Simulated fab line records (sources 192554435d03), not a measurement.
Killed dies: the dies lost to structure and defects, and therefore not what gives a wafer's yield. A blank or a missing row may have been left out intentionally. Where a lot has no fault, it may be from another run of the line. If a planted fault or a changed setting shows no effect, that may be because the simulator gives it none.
Chamber matching || flow n5-finfet || 4 sister chambers for N5_BEOL_M8_ETCH_62 on rie-diel-05
The step etches SOC in N2/H2, target depth 110 nm, overetch 22 nm, time 165 s. 4 wafers are shown with their chamber, then 8 later ones without.

EACH WAFER AND ITS CHAMBER
{"wafer": "L087.1", "chamber": 0, "showerhead-plenum-p-Torr (Torr)": 2.56}
{"wafer": "L087.2", "chamber": 2, "showerhead-plenum-p-Torr (Torr)": 2.62}
{"wafer": "L087.6", "chamber": 3, "showerhead-plenum-p-Torr (Torr)": 2.70}
{"wafer": "L089.3", "chamber": 1, "showerhead-plenum-p-Torr (Torr)": 2.41}

WAFERS MISSING THEIR CHAMBER
{"wafer": "L089.4", "showerhead-plenum-p-Torr (Torr)": 2.56}
{"wafer": "L089.5", "showerhead-plenum-p-Torr (Torr)": 2.62}
{"wafer": "L092.2", "showerhead-plenum-p-Torr (Torr)": 2.56}
{"wafer": "L092.5", "showerhead-plenum-p-Torr (Torr)": 2.62}
{"wafer": "L092.6", "showerhead-plenum-p-Torr (Torr)": 2.41}
{"wafer": "L093.1", "showerhead-plenum-p-Torr (Torr)": 2.62}
{"wafer": "L093.2", "showerhead-plenum-p-Torr (Torr)": 2.69}
{"wafer": "L093.3", "showerhead-plenum-p-Torr (Torr)": 2.41}

EACH ONE'S CHAMBER
{"wafer": "L089.4", "from the rows above": 0, "in truth": 0}
{"wafer": "L089.5", "from the rows above": 2, "in truth": 2}
{"wafer": "L092.2", "from the rows above": 0, "in truth": 0}
{"wafer": "L092.5", "from the rows above": 2, "in truth": 2}
{"wafer": "L092.6", "from the rows above": 1, "in truth": 1}
{"wafer": "L093.1", "from the rows above": 2, "in truth": 2}
{"wafer": "L093.2", "from the rows above": 3, "in truth": 3}
{"wafer": "L093.3", "from the rows above": 1, "in truth": 1}
Correctly placed: 8 of 8. From these rows, 0 cannot be placed. Wrongly placed: 0.
How it was worked out, from the rows above alone: a wafer's distance from a chamber is the root of the sum, over the readings, of the square of ((its reading less the chamber's mean) divided by the reading's scatter). The wafer belongs to the nearest chamber; if the next one is less than 2 further off, it can't be placed. A chamber's mean is the mean of its shown wafers. The scatter: with one shown wafer a chamber, the root of the mean of the squares of how far each hidden wafer lies from its nearest shown one.
